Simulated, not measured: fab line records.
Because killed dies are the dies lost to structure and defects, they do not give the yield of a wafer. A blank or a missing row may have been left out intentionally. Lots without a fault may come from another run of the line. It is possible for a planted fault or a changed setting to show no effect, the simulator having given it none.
fab line records	flow nand_harc
record lots=24	wafers=72	last_day=25
route steps=1159 shown P_STI@100 P_GATE@175 P_CONTACT@237 P_M0@264
lots that met no fault: taken from a fault-free run of the same line
start_h: the number of hours between the record's first day and the start of the first shown wafer of the lot	wait_h: hours since the lot's step before	" unchanged from the row above	L1.1+2: one row covering several wafers at once	- value missing, or start not given	* or withheld: withheld	< > ~ a bound
route shown NAME@n: a module of which the file shows steps, and the number in the route of the first	usual: average and standard deviation across the fault-free wafers	same: alike in all rows	chamber/n: place in a boat	sites: readings site by site	_std_site: standard deviation across them	_edge_site: mean of outer sites minus mean of inner sites	radius_mm: how far each site lies from the wafer's centre	mask NAME#n: copy n	behind: the tool/chamber that last shaped the wafer	hold: why the lot was held/for how many hours/how that ended	device: which transistor (n, p or np) failed to switch	end of line: the same wafers' tests at the end of the route	step lacking rows: just its recipe	killed: at the first sort, the dies lost to defects and structure; wafer yield is something else	map: a wafer's dies, x killed, . not, _ none there
set.NAME: the setting that was run; set.NAME@STEP: the one run at that earlier step	model.NAME: the simulator's own value behind a step, which no gauge read
the route's steps for a sample of lots (tables are steps, rows are wafers)
services: from which hour (start_h, from the record's first day; less than 0 if before it) a tool's chamber was out of use, for how many hours, and why
## steps
# step NHARC_P_STI_CMP_21
# recipe t_overpolish_s=20	target_thk_nm=380.67
# usual motor_current_A=12.4/1.4	overpolish_run_s=20.001/0.0092
lot.wafer	tool	chamber	start_h	wait_h	motor_current_A	overpolish_run_s
L074.4	cmp-02	2	59.55	0.4	14.2	20.003
L074.5	"	2	"	"	12.9	19.986
L074.6	"	3	"	"	11.9	19.999
L075.3	cmp-01	0	59.64	0.5	10.8	19.995
L075.5	"	1	"	"	13.2	19.995
L075.6	"	2	"	"	11.7	19.994
L077.3	cmp-03	2	71.64	0.4	11.4	20.000
L077.1	"	3	"	"	15.0	20.002
L077.5	"	1	"	"	12.6	19.981
L076.1	cmp-01	2	71.64	0.4	11.5	20.007
L076.4	"	3	"	"	11.5	20.007
L076.6	"	0	"	"	10.6	20.011
L078.2	cmp-03	2	80.27	0.4	11.5	20.013
L078.6	"	3	"	"	14.1	20.003
L078.5	"	0	"	"	12.5	19.995
L079.1	cmp-01	2	87.18	0.4	11.2	20.009
L079.2	"	1	"	"	13.4	20.012
L079.6	"	2	"	"	11.4	20.003
L081.3	cmp-03	0	96.11	0.4	13.8	20.003
L081.4	"	1	"	"	12.4	20.002
L081.6	"	1	"	"	13.0	19.997
L080.2	cmp-01	2	96.13	0.4	10.9	20.003
L080.1	"	3	"	"	11.9	20.001
L080.3	"	0	"	"	10.5	19.992
L082.1	cmp-03	3	105.50	0.4	14.3	19.997
L082.4	"	2	"	"	11.6	19.988
L082.5	"	0	"	"	13.3	20.005
L084.4	cmp-01	2	114.48	0.4	11.1	20.001
L084.1	"	1	"	"	13.6	19.987
L084.5	"	2	"	"	11.1	20.003
L083.4	cmp-02	0	114.53	0.4	13.1	20.001
L083.2	"	1	"	"	15.0	19.984
L083.5	"	3	"	"	11.7	20.011
L085.4	cmp-01	2	134.24	0.4	11.1	20.001
L085.5	"	2	"	"	11.5	19.991
L085.6	"	3	"	"	11.6	20.003
L086.2	cmp-02	2	134.24	0.4	12.3	19.999
L086.3	"	3	"	"	11.7	20.001
L086.1	"	1	"	"	14.5	19.984
L087.4	cmp-03	2	134.24	0.4	11.5	19.990
L087.5	"	2	"	"	11.9	19.995
L087.6	"	3	"	"	14.5	19.997
L088.4	cmp-03	3	134.41	0.5	14.6	20.006
L088.6	"	2	"	"	11.9	19.998
L088.5	"	3	"	"	14.2	20.007
L090.4	cmp-01	3	152.15	0.4	11.1	20.017
L090.2	"	0	"	"	10.4	19.988
L090.5	"	0	"	"	10.8	20.009
L089.1	cmp-03	3	152.29	0.6	14.2	20.002
L089.3	"	2	"	"	11.5	19.990
L089.6	"	0	"	"	12.8	20.021
L091.2	cmp-01	1	156.54	0.4	13.3	20.012
L091.4	"	2	"	"	10.6	20.009
L091.6	"	2	"	"	11.7	19.996
L093.3	cmp-03	3	165.20	0.4	14.5	20.003
L093.2	"	0	"	"	13.0	19.997
L093.1	"	2	"	"	11.7	19.990
L092.3	cmp-01	1	165.23	0.4	13.1	19.999
L092.2	"	3	"	"	11.0	19.999
L092.6	"	0	"	"	9.8	19.997
L094.4	cmp-01	3	173.68	0.4	11.1	19.990
L094.1	"	1	"	"	13.5	20.002
L094.6	"	3	"	"	11.3	19.996
L095.2	cmp-02	0	180.28	0.4	13.9	20.010
L095.4	"	2	"	"	12.8	20.001
L095.6	"	0	"	"	12.5	20.011
L096.2	cmp-02	1	187.13	0.4	14.7	20.009
L096.3	"	3	"	"	11.6	19.982
L096.5	"	2	"	"	13.0	19.992
L097.1	cmp-01	1	194.92	0.4	14.2	20.009
L097.2	"	2	"	"	11.6	19.997
L097.6	"	0	"	"	10.3	19.995
# step NHARC_P_GATE_STRIP_75
# recipe power_w=1500	temp_c=250	chemistry=O2
# usual drypump_motor_current_A=6.0/0.31	heater_power_w=315/9.6
lot.wafer	tool	chamber	start_h	wait_h	drypump_motor_current_A	heater_power_w	rf_hours_counter_h
L075.3	plasma_asher-02	1	104.79	0.2	6.6	308	-
L075.5	"	1	"	"	6.6	305	-
L075.6	"	0	"	"	6.0	311	-
L074.4	plasma_asher-02	0	105.17	0.1	6.0	311	-
L074.6	"	1	"	"	6.6	311	-
L074.5	"	0	"	"	6.0	318	-
L077.1	plasma_asher-01	0	118.91	0.3	5.8	329	3
L077.3	"	0	"	"	5.8	327	-
L077.5	"	1	"	"	5.9	314	-
L076.1	plasma_asher-01	1	119.81	0.2	5.8	319	4
L076.4	"	0	"	"	5.8	325	-
L076.6	"	0	"	"	5.8	327	-
L078.2	plasma_asher-02	0	123.47	0.2	6.0	311	39
L078.5	"	1	"	"	6.6	305	-
L078.6	"	0	"	"	6.0	308	-
L079.1	plasma_asher-01	1	133.75	0.3	5.8	315	9
L079.2	"	0	"	"	5.8	322	9
L079.6	"	1	"	"	5.9	321	-
L080.2	plasma_asher-01	1	143.18	0.3	5.8	311	11
L080.1	"	0	"	"	5.8	326	11
L080.3	"	1	"	"	5.8	325	-
L081.3	plasma_asher-01	1	143.57	0.2	5.8	322	-
L081.4	"	0	"	"	5.8	324	-
L081.6	"	0	"	"	5.8	323	-
L082.1	plasma_asher-01	0	155.63	0.3	5.8	317	15
L082.4	"	0	"	"	5.8	326	-
L082.5	"	1	"	"	5.9	322	-
L084.1	plasma_asher-02	1	161.60	0.2	6.6	301	50
L084.4	"	0	"	"	5.9	316	-
L084.5	"	0	"	"	6.0	313	-
L083.2	plasma_asher-02	1	162.24	0.2	6.6	308	51
L083.4	"	1	"	"	6.6	313	-
L083.5	"	0	"	"	6.0	309	-
L087.4	plasma_asher-01	0	178.07	0.2	5.8	330	-
L087.6	"	0	"	"	5.8	315	-
L087.5	"	1	"	"	5.8	322	-
L086.2	plasma_asher-01	0	178.45	0.3	5.8	329	23
L086.1	"	1	"	"	5.8	318	23
L086.3	"	1	"	"	5.8	313	-
L088.4	plasma_asher-01	0	179.13	0.2	5.8	332	-
L088.6	"	0	"	"	5.8	316	-
L088.5	"	1	"	"	5.8	318	-
L085.4	plasma_asher-01	0	184.40	0.2	5.8	328	-
L085.6	"	0	"	"	5.8	320	-
L085.5	"	1	"	"	5.8	306	-
L089.1	plasma_asher-01	1	197.80	0.2	5.9	317	31
L089.3	"	1	"	"	5.8	326	-
L089.6	"	0	"	"	5.8	322	-
L090.2	plasma_asher-01	1	198.54	0.3	5.8	316	32
L090.4	"	1	"	"	5.8	322	-
L090.5	"	1	"	"	5.8	309	-
L091.2	plasma_asher-02	0	204.40	0.2	6.0	302	3
L091.4	"	0	"	"	6.0	303	-
L091.6	"	1	"	"	6.6	298	-
L093.1	plasma_asher-01	0	213.34	0.3	5.8	324	37
L093.2	"	1	"	"	5.8	326	37
L093.3	"	1	"	"	5.9	326	-
L092.2	plasma_asher-02	1	214.06	0.3	6.6	303	6
L092.3	"	1	"	"	6.6	302	-
L092.6	"	1	"	"	6.6	301	-
L094.1	plasma_asher-02	1	221.66	0.2	6.6	312	10
L094.4	"	1	"	"	6.6	298	-
L094.6	"	0	"	"	6.0	298	-
L095.2	plasma_asher-01	0	226.07	0.3	5.9	327	42
L095.4	"	0	"	"	5.9	324	-
L095.6	"	0	"	"	5.8	320	-
L096.2	plasma_asher-02	1	236.50	0.2	6.6	298	14
L096.3	"	1	"	"	6.6	301	-
L096.5	"	1	"	"	6.6	311	-
L097.2	plasma_asher-02	1	240.55	0.3	6.6	301	17
L097.1	"	0	"	"	6.0	300	17
L097.6	"	0	"	"	6.1	307	-
# step NHARC_P_CONTACT_ETCH_36
# recipe target_depth_a=2600	over_etch_frac=0.25	time_s=406.25	ion_energy_ev=200	n2_flow_sccm=150	h2_flow_sccm=150	ar_flow_sccm=0	rf_w=400	bias_w=150	chemistry=N2/H2
# usual drypump_motor_current_A=5.7/0.37	oes_product_au=1.004/0.007	rf_vpp_V=430.3/2.8	showerhead_plenum_p_Torr=2.03/0.1	throttle_valve_pct=14.170/0.0085
lot.wafer	tool	chamber	start_h	wait_h	drypump_motor_current_A	oes_product_au	rf_hours_counter_h	rf_vpp_V	showerhead_plenum_p_Torr	throttle_valve_pct
L075.3	rie_diel-02	1	-	-	5.8	0.998	13	429.7	2.01	14.175
L075.5	"	0	"	"	5.2	1.001	-	428.6	1.97	14.177
L075.6	"	1	"	"	5.8	0.995	-	429.6	2.01	14.157
L074.4	rie_diel-09	2	-	-	5.7	1.008	3	429.1	2.04	14.168
L074.6	"	3	"	"	6.2	1.003	-	433.8	2.21	14.181
L074.5	"	0	"	"	5.7	1.002	-	428.4	1.94	14.166
L077.3	rie_diel-09	3	-	-	6.2	1.000	2	434.3	2.21	14.167
L077.1	"	1	"	"	5.0	1.003	4	432.5	2.14	14.164
L077.5	"	3	"	"	6.2	1.007	-	436.8	2.21	14.171
L076.1	rie_diel-02	2	-	-	5.3	1.001	14	426.1	1.90	14.183
L076.4	"	0	"	"	5.2	1.011	17	427.6	1.97	14.179
L076.6	"	2	"	"	5.3	0.990	-	427.6	1.90	14.178
L078.2	rie_diel-02	2	-	-	5.3	1.013	15	428.3	1.90	14.166
L078.5	"	3	"	"	5.9	1.019	-	428.6	1.98	14.167
L078.6	"	0	"	"	5.2	1.009	-	426.4	1.97	14.161
L079.1	rie_diel-02	3	-	-	5.9	1.008	18	430.5	1.98	14.175
L079.2	"	0	"	"	5.2	1.008	19	429.7	1.97	14.168
L079.6	"	2	"	"	5.3	0.989	-	426.9	1.89	14.174
L080.3	rie_diel-09	2	-	-	5.7	0.997	6	431.3	2.04	14.180
L080.2	"	3	"	"	6.2	1.003	5	435.0	2.21	14.169
L080.1	"	0	"	"	5.7	0.997	6	427.3	1.94	14.166
L081.4	rie_diel-09	0	-	-	5.7	1.013	6	425.5	1.94	14.174
L081.3	"	1	"	"	5.1	1.014	7	432.9	2.13	14.176
L081.6	"	3	"	"	6.2	1.006	-	433.6	2.21	14.177
L082.1	rie_diel-02	3	-	-	5.9	1.003	0	428.7	1.98	14.177
L082.5	"	1	"	"	5.8	1.012	-	429.6	2.00	14.180
L082.4	"	3	"	"	5.9	1.011	-	429.7	1.98	14.161
L084.1	rie_diel-02	1	-	-	5.8	1.011	1	429.3	2.00	14.164
L084.4	"	3	"	"	6.0	0.992	-	429.7	1.98	14.156
L084.5	"	0	"	"	5.2	1.015	-	428.0	1.97	14.169
L083.2	rie_diel-09	3	-	-	6.2	1.021	7	435.6	2.21	14.173
L083.5	"	0	"	"	5.7	1.003	-	427.3	1.94	14.156
L083.4	"	2	"	"	5.7	1.001	-	430.2	2.04	14.170
L087.6	rie_diel-09	2	-	-	5.7	0.996	-	431.3	2.04	14.187
L087.5	"	3	"	"	6.2	1.010	-	434.9	2.21	14.165
L087.4	"	0	"	"	5.7	1.003	-	428.0	1.94	14.164
L086.1	rie_diel-09	2	-	-	5.7	0.999	11	430.8	2.04	14.171
L086.3	"	0	"	"	5.7	1.003	11	426.8	1.94	14.171
L086.2	"	1	"	"	5.0	1.005	8	431.1	2.13	14.167
L088.6	rie_diel-05	2	-	-	5.5	1.000	-	431.0	2.03	14.164
L088.5	"	3	"	"	5.9	0.997	-	428.4	1.94	14.167
L088.4	"	1	"	"	6.0	1.005	-	434.0	2.13	14.181
L085.4	rie_diel-02	3	-	-	5.9	1.003	3	430.1	1.98	14.182
L085.6	"	1	"	"	5.8	1.003	-	430.7	2.00	14.175
L085.5	"	2	"	"	5.3	0.996	-	428.0	1.89	14.164
L089.3	rie_diel-09	3	-	-	6.2	0.996	10	436.4	2.21	14.158
L089.1	"	1	"	"	5.0	0.997	9	432.4	2.13	14.158
L089.6	"	2	"	"	5.7	0.990	-	430.3	2.04	14.163
L090.2	rie_diel-02	3	-	-	5.9	0.989	5	429.3	1.98	14.160
L090.4	"	0	"	"	5.2	0.998	5	428.6	1.96	14.184
L090.5	"	0	"	"	5.2	0.993	-	427.5	1.97	14.173
L091.4	rie_diel-09	0	-	-	5.7	1.006	13	426.9	1.94	14.172
L091.2	"	1	"	"	5.0	1.008	10	433.3	2.13	14.180
L091.6	"	0	"	"	5.7	1.003	-	427.6	1.94	14.162
L093.1	rie_diel-05	1	-	-	6.0	1.004	20	432.9	2.13	14.158
L093.2	"	2	"	"	5.4	1.009	20	430.1	2.02	14.163
L093.3	"	3	"	"	5.9	0.995	19	426.9	1.93	14.163
L092.2	rie_diel-09	3	-	-	6.3	1.009	13	436.1	2.21	14.173
L092.3	"	2	"	"	5.8	0.994	14	429.3	2.03	14.162
L092.6	"	3	"	"	6.2	1.013	-	434.6	2.20	14.172
L094.4	rie_diel-09	2	-	-	5.7	1.001	15	431.5	2.03	14.188
L094.1	"	3	"	"	6.2	1.007	14	436.2	2.20	14.183
L094.6	"	2	"	"	5.7	1.005	-	430.0	2.03	14.163
L095.2	rie_diel-02	2	-	-	5.3	0.999	6	425.8	1.89	14.163
L095.4	"	3	"	"	5.9	1.008	8	430.1	1.98	14.168
L095.6	"	3	"	"	5.9	1.007	-	427.4	1.98	14.179
L096.2	rie_diel-09	3	-	-	6.2	1.008	15	433.7	2.20	14.191
L096.3	"	0	"	"	5.7	1.006	17	427.5	1.94	14.155
L096.5	"	2	"	"	5.7	0.999	-	430.1	2.03	14.152
L097.2	rie_diel-09	0	-	-	5.7	1.011	17	428.4	1.94	14.185
L097.1	"	1	"	"	5.0	1.016	15	433.3	2.13	14.177
L097.6	"	0	"	"	5.7	1.014	-	427.9	1.94	14.160
# step NHARC_P_CONTACT_ALD_22
# recipe target_thk_a=30	pulse_time_s=1	ald_cycles=150	temp_c=450	material=TiN
# usual heater_power_w=1011/110	precursor_pulse_height_rel=1.000/0.018
lot.wafer	tool	chamber	start_h	wait_h	heater_power_w	precursor_pulse_height_rel
L075.3	ald_metal-01	2	114.83	-	1006	1.001
L075.5	"	1	"	"	900	1.007
L075.6	"	2	"	"	1028	1.002
L074.4	ald_metal-04	3	115.37	-	1086	0.992
L074.6	"	2	"	"	1006	1.017
L074.5	"	3	"	"	1106	0.988
L077.3	ald_metal-02	2	128.38	-	959	1.043
L077.1	"	3	"	"	903	1.017
L077.5	"	0	"	"	980	0.993
L076.1	ald_metal-01	1	129.52	-	921	1.008
L076.4	"	3	"	"	1027	1.019
L076.6	"	1	"	"	949	1.021
L078.2	ald_metal-04	2	132.96	-	1025	0.980
L078.6	"	1	"	"	1041	0.997
L078.5	"	2	"	"	1007	1.003
L079.1	ald_metal-02	0	143.20	-	1011	1.000
L079.2	"	2	"	"	963	1.009
L079.6	"	3	"	"	897	0.993
L080.2	ald_metal-02	0	152.56	-	1019	0.993
L080.1	"	2	"	"	970	0.989
L080.3	"	3	"	"	873	1.005
L081.3	ald_metal-04	1	153.07	-	1040	0.989
L081.4	"	2	"	"	1042	1.004
L081.6	"	1	"	"	1023	0.990
L082.1	ald_metal-01	2	164.98	-	1023	0.997
L082.4	"	3	"	"	1022	0.995
L082.5	"	2	"	"	1009	1.005
L084.1	ald_metal-04	3	171.14	-	1109	1.003
L084.4	"	0	"	"	1174	1.008
L084.5	"	2	"	"	1050	0.979
L083.4	ald_metal-02	1	176.57	-	1336	0.992
L083.2	"	0	"	"	987	0.996
L083.5	"	1	"	"	1364	0.991
L087.4	ald_metal-01	0	188.63	-	868	1.025
L087.5	"	2	"	"	1010	0.997
L087.6	"	3	"	"	1013	1.009
L086.3	ald_metal-01	0	188.78	-	852	0.990
L086.2	"	2	"	"	1018	0.991
L086.1	"	3	"	"	998	0.995
L088.4	ald_metal-04	2	188.80	-	1045	1.009
L088.5	"	3	"	"	1071	0.995
L088.6	"	0	"	"	1200	1.007
L085.4	ald_metal-04	1	193.79	-	1025	1.018
L085.6	"	2	"	"	1029	0.983
L085.5	"	3	"	"	1129	1.015
L089.1	ald_metal-04	2	207.32	-	1051	0.980
L089.3	"	3	"	"	1102	1.019
L089.6	"	1	"	"	1043	1.030
L090.4	ald_metal-01	2	207.77	-	1041	0.989
L090.2	"	3	"	"	995	0.997
L090.5	"	0	"	"	858	1.018
L091.2	ald_metal-02	1	213.69	-	1276	1.008
L091.4	"	2	"	"	967	1.016
L091.6	"	3	"	"	859	0.969
L093.3	ald_metal-01	3	223.40	-	1031	1.028
L093.2	"	0	"	"	878	0.988
L093.1	"	1	"	"	929	1.006
L092.3	ald_metal-02	0	224.18	-	1022	0.999
L092.2	"	3	"	"	856	0.984
L092.6	"	0	"	"	1036	1.005
L094.4	ald_metal-01	2	231.16	-	1015	0.977
L094.1	"	0	"	"	867	0.971
L094.6	"	2	"	"	1009	1.014
L095.2	ald_metal-01	0	235.98	-	842	1.023
L095.4	"	2	"	"	983	0.994
L095.6	"	1	"	"	930	1.038
L096.3	ald_metal-01	0	246.46	-	874	1.015
L096.2	"	3	"	"	1021	0.998
L096.5	"	0	"	"	874	0.982
L097.1	ald_metal-02	0	250.42	-	1047	0.964
L097.2	"	2	"	"	944	1.028
L097.6	"	1	"	"	1272	0.966
# step NHARC_P_M0_OVL_MEAS_10
# recipe pitch_nm=180
# usual overlay_x_nm=0.2/0.78	overlay_y_nm=-0.3/0.84
lot.wafer	tool	chamber	start_h	wait_h	overlay_x_nm	overlay_y_nm
L075.3	overlay-02	-	125.72	-	-1.3	-0.7
L075.5	"	-	"	"	-1.2	-0.5
L075.6	"	-	"	"	-1.5	-0.8
L074.4	overlay-01	-	126.23	-	-0.3	-1.1
L074.5	"	-	"	"	0.1	-0.7
L074.6	"	-	"	"	0.2	-1.1
L077.1	overlay-01	-	135.57	-	0.1	-0.2
L077.3	"	-	"	"	-0.2	0.1
L077.5	"	-	"	"	0.1	0.1
L076.1	overlay-01	-	135.97	-	0.4	0.1
L076.4	"	-	"	"	0.1	-0.6
L076.6	"	-	"	"	0.4	0.1
L078.2	overlay-01	-	136.37	-	0.8	1.0
L078.5	"	-	"	"	1.2	1.3
L078.6	"	-	"	"	0.5	1.2
L079.1	overlay-01	-	147.02	-	-0.8	0.1
L079.2	"	-	"	"	-0.8	-0.2
L079.6	"	-	"	"	-1.1	0.5
L080.1	overlay-02	-	154.85	-	0.6	-0.1
L080.2	"	-	"	"	0.2	0.1
L080.3	"	-	"	"	0.2	-0.4
L081.3	overlay-02	-	155.44	-	0.7	-0.3
L081.4	"	-	"	"	0.4	-0.9
L081.6	"	-	"	"	0.1	-0.2
L082.1	overlay-02	-	167.28	-	-0.3	-0.6
L082.4	"	-	"	"	-0.6	-0.6
L082.5	"	-	"	"	0.2	-1.2
L084.1	overlay-02	-	173.69	-	-0.9	-1.3
L084.4	"	-	"	"	-1.2	-1.8
L084.5	"	-	"	"	-1.0	-1.5
L083.2	overlay-01	-	184.17	-	0.7	-0.6
L083.4	"	-	"	"	0.7	0.2
L083.5	"	-	"	"	1.2	0.1
L088.4	overlay-02	-	194.70	-	0.1	-1.6
L088.5	"	-	"	"	0.1	-1.6
L088.6	"	-	"	"	0.2	-1.7
L087.4	overlay-01	-	194.86	-	-0.1	-0.4
L087.5	"	-	"	"	0.4	-0.6
L087.6	"	-	"	"	-0.1	-0.9
L086.1	overlay-02	-	195.13	-	-0.1	-0.4
L086.2	"	-	"	"	0.8	-1.0
L086.3	"	-	"	"	0.1	-1.1
L085.4	overlay-01	-	195.86	-	0.6	1.1
L085.5	"	-	"	"	0.9	1.1
L085.6	"	-	"	"	0.3	1.7
L089.1	overlay-01	-	217.62	-	0.7	-0.2
L089.3	"	-	"	"	0.8	-0.4
L089.6	"	-	"	"	0.7	-0.1
L090.2	overlay-01	-	218.17	-	0.5	-0.5
L090.4	"	-	"	"	0.9	-0.1
L090.5	"	-	"	"	0.8	0.2
L091.2	overlay-01	-	218.81	-	2.3	0.8
L091.4	"	-	"	"	2.2	0.1
L091.6	"	-	"	"	2.2	1.1
L093.1	overlay-01	-	225.53	-	-0.2	0.6
L093.2	"	-	"	"	-0.2	0.3
L093.3	"	-	"	"	0.3	0.2
L092.2	overlay-02	-	226.45	-	0.1	-0.9
L092.3	"	-	"	"	-0.1	-1.3
L092.6	"	-	"	"	0.2	-1.1
L094.1	overlay-02	-	233.68	-	-0.1	0.8
L094.4	"	-	"	"	0.1	1.1
L094.6	"	-	"	"	0.1	1.4
L095.2	overlay-01	-	238.81	-	0.4	-0.8
L095.4	"	-	"	"	0.4	-0.9
L095.6	"	-	"	"	0.1	-1.2
L096.2	overlay-02	-	248.80	-	0.1	-0.7
L096.3	"	-	"	"	0.4	-1.0
L096.5	"	-	"	"	0.5	-0.9
L097.1	overlay-01	-	252.89	-	-0.5	0.4
L097.2	"	-	"	"	-0.8	0.5
L097.6	"	-	"	"	-0.5	0.8
# step NHARC_P_M0_STRIP_18
# recipe power_w=1000	n2_flow_sccm=150	h2_flow_sccm=150	ar_flow_sccm=0	bias_w=0	chemistry=N2/H2
# usual drypump_motor_current_A=5.8/0.4	oes_product_au=0.998/0.007	power_w=1000/3	rf_vpp_V=90.7/1	showerhead_plenum_p_Torr=2.04/0.089	throttle_valve_pct=14.171/0.0093
lot.wafer	tool	chamber	start_h	wait_h	drypump_motor_current_A	oes_product_au	power_w	rf_hours_counter_h	rf_vpp_V	showerhead_plenum_p_Torr	throttle_valve_pct
L075.3	rie_diel-13	1	126.32	0.1	6.1	0.993	994	2	90.2	2.02	14.179
L075.6	"	2	"	"	6.6	0.981	997	-	90.4	2.05	14.181
L075.5	"	3	"	"	5.9	0.988	1000	-	90.4	1.92	14.175
L074.4	rie_diel-13	2	126.82	0.1	6.5	0.995	1003	3	90.8	2.05	14.176
L074.5	"	3	"	"	5.9	1.000	998	-	91.1	1.92	14.169
L074.6	"	0	"	"	5.9	1.003	999	-	91.9	2.19	14.169
L077.1	rie_diel-13	3	136.09	0.1	5.9	1.002	999	2	89.4	1.92	14.178
L077.3	"	1	"	"	6.0	0.998	1001	2	89.6	2.02	14.158
L077.5	"	3	"	"	5.9	0.996	997	-	90.1	1.92	14.157
L076.4	rie_diel-13	2	136.51	0.1	6.5	0.997	1001	3	90.0	2.05	14.169
L076.1	"	3	"	"	5.9	0.985	998	2	89.9	1.92	14.183
L076.6	"	2	"	"	6.6	0.987	1001	-	91.3	2.05	14.177
L078.2	rie_diel-08	1	136.94	0.2	5.3	1.002	1000	0	90.1	1.93	14.167
L078.5	"	3	"	"	5.6	1.015	993	-	91.8	2.04	14.156
L078.6	"	0	"	"	5.7	1.003	999	-	90.5	2.08	14.155
L079.2	rie_diel-10	1	147.49	0.1	5.6	1.013	996	10	90.0	1.96	14.160
L079.1	"	3	"	"	4.9	1.005	1000	10	91.9	2.04	14.157
L079.6	"	1	"	"	5.6	1.010	997	-	92.2	1.96	14.149
L080.3	rie_diel-13	0	155.34	0.1	6.0	0.998	990	5	91.2	2.19	14.180
L080.2	"	1	"	"	6.0	1.015	999	5	91.2	2.01	14.170
L080.1	"	2	"	"	6.6	0.990	1001	6	90.3	2.05	14.148
L081.4	rie_diel-10	2	155.93	0.1	6.4	0.989	999	9	91.1	2.12	14.164
L081.3	"	0	"	"	5.0	1.012	1002	10	93.1	2.15	14.181
L081.6	"	1	"	"	5.6	1.005	1002	-	90.0	1.96	14.183
L082.4	rie_diel-08	1	167.78	0.1	5.3	0.990	1002	3	89.6	1.93	14.172
L082.1	"	2	"	"	6.0	0.994	1000	2	90.6	2.07	14.169
L082.5	"	0	"	"	5.7	0.996	1000	-	90.2	2.08	14.173
L084.4	rie_diel-13	2	174.22	0.1	6.5	0.986	1005	7	91.7	2.05	14.169
L084.1	"	3	"	"	5.9	1.001	1002	7	89.0	1.92	14.171
L084.5	"	1	"	"	6.0	0.999	1001	-	90.0	2.01	14.158
L083.2	rie_diel-08	1	184.72	0.1	5.3	1.000	1001	3	89.3	1.93	14.160
L083.4	"	0	"	"	5.7	1.000	999	-	92.1	2.08	14.157
L083.5	"	1	"	"	5.3	0.997	1003	-	90.3	1.93	14.169
L088.4	rie_diel-08	3	195.28	0.2	5.6	1.005	1001	-	90.4	2.04	14.164
L088.6	"	0	"	"	5.7	1.013	998	-	92.0	2.08	14.181
L088.5	"	1	"	"	5.3	0.998	1000	-	90.0	1.93	14.166
L087.4	rie_diel-13	3	195.38	0.1	5.9	0.998	996	8	89.1	1.92	14.180
L087.6	"	1	"	"	6.0	0.990	1005	-	90.7	2.01	14.166
L087.5	"	2	"	"	6.6	0.992	1000	-	90.5	2.05	14.175
L086.1	rie_diel-08	0	195.61	0.1	5.7	1.000	998	4	91.5	2.08	14.185
L086.2	"	1	"	"	5.3	0.996	1003	3	90.6	1.93	14.172
L086.3	"	3	"	"	5.5	1.005	1004	4	91.6	2.04	14.176
L085.4	rie_diel-08	3	196.43	0.2	5.6	0.996	1002	-	89.8	2.04	14.171
L085.5	"	0	"	"	5.7	1.004	1002	-	90.3	2.08	14.165
L085.6	"	1	"	"	5.3	0.998	996	-	90.4	1.93	14.173
L089.3	rie_diel-13	1	218.19	0.1	6.0	0.999	1002	10	89.8	2.01	14.191
L089.1	"	2	"	"	6.6	0.988	1003	11	92.0	2.04	14.175
L089.6	"	3	"	"	5.9	0.996	994	-	91.4	1.92	14.169
L090.2	rie_diel-13	2	218.69	0.1	6.6	1.003	998	11	89.6	2.04	14.160
L090.4	"	3	"	"	5.9	0.998	999	12	91.3	1.92	14.180
L090.5	"	3	"	"	5.9	1.002	1000	-	88.9	1.92	14.173
L091.2	rie_diel-10	1	219.32	0.1	5.6	1.002	1000	3	90.3	1.95	14.164
L091.4	"	2	"	"	6.3	1.004	1003	-	91.7	2.12	14.176
L091.6	"	0	"	"	5.0	0.997	996	-	91.7	2.15	14.173
L093.3	rie_diel-08	0	226.08	0.1	5.7	0.989	1001	6	92.6	2.08	14.185
L093.2	"	1	"	"	5.3	0.987	1004	5	89.9	1.93	14.183
L093.1	"	2	"	"	6.0	0.995	994	2	90.4	2.07	14.165
L092.3	rie_diel-08	1	226.97	0.1	5.3	0.992	1003	5	88.4	1.93	14.168
L092.2	"	0	"	"	5.6	1.002	1004	6	90.0	2.08	14.166
L092.6	"	2	"	"	6.0	1.002	1004	-	91.9	2.07	14.165
L094.1	rie_diel-13	1	234.15	0.1	6.0	1.003	1000	12	89.3	2.01	14.163
L094.4	"	1	"	"	6.0	1.004	1000	-	89.6	2.01	14.166
L094.6	"	3	"	"	5.9	0.999	994	-	91.2	1.92	14.182
L095.2	rie_diel-13	1	239.45	0.1	6.0	1.005	1000	13	90.2	2.01	14.174
L095.6	"	0	"	"	5.9	0.995	1004	-	91.4	2.19	14.155
L095.4	"	3	"	"	5.9	0.998	998	-	90.0	1.92	14.175
L096.3	rie_diel-13	1	249.36	0.1	6.0	1.011	998	13	91.5	2.01	14.165
L096.2	"	3	"	"	5.9	1.005	998	14	89.6	1.91	14.166
L096.5	"	3	"	"	5.8	0.996	999	-	88.6	1.92	14.170
L097.2	rie_diel-10	3	253.38	0.1	4.9	1.014	1001	2	90.3	2.04	14.171
L097.1	"	1	"	"	5.6	0.997	998	4	90.9	1.95	14.176
L097.6	"	0	"	"	4.9	0.996	1001	-	92.0	2.15	14.176
## services
tool	chamber	start_h	hours	kind
ald_metal-01	0	35.75	3.1	repair
cmp-01	-	58.84	0.4	repair
rie_diel-02	2	59.01	5.6	repair
ald_metal-01	-	73.48	0.5	repair
rie_diel-09	-	77.10	9.0	pm
cmp-01	-	81.50	4.0	pm
rie_diel-09	3	90.87	10.5	repair
plasma_asher-01	-	99.00	9.0	pm
rie_diel-13	-	99.00	9.0	pm
cmp-01	-	99.93	1.5	repair
ald_metal-01	-	102.01	10.0	pm
rie_diel-09	1	102.47	2.5	repair
rie_diel-09	3	116.09	2.9	repair
ald_metal-01	2	143.19	3.3	repair
rie_diel-09	-	161.76	0.5	repair
rie_diel-09	1	170.71	15.8	repair
rie_diel-13	-	175.30	0.5	repair
rie_diel-13	2	178.47	8.5	repair
cmp-01	-	179.50	4.0	pm
plasma_asher-02	-	183.25	9.0	pm
ald_metal-01	-	186.27	0.7	repair
ald_metal-01	-	187.25	0.7	repair
cmp-01	-	214.97	20.2	repair
rie_diel-13	2	228.25	23.1	repair
## key
fault none
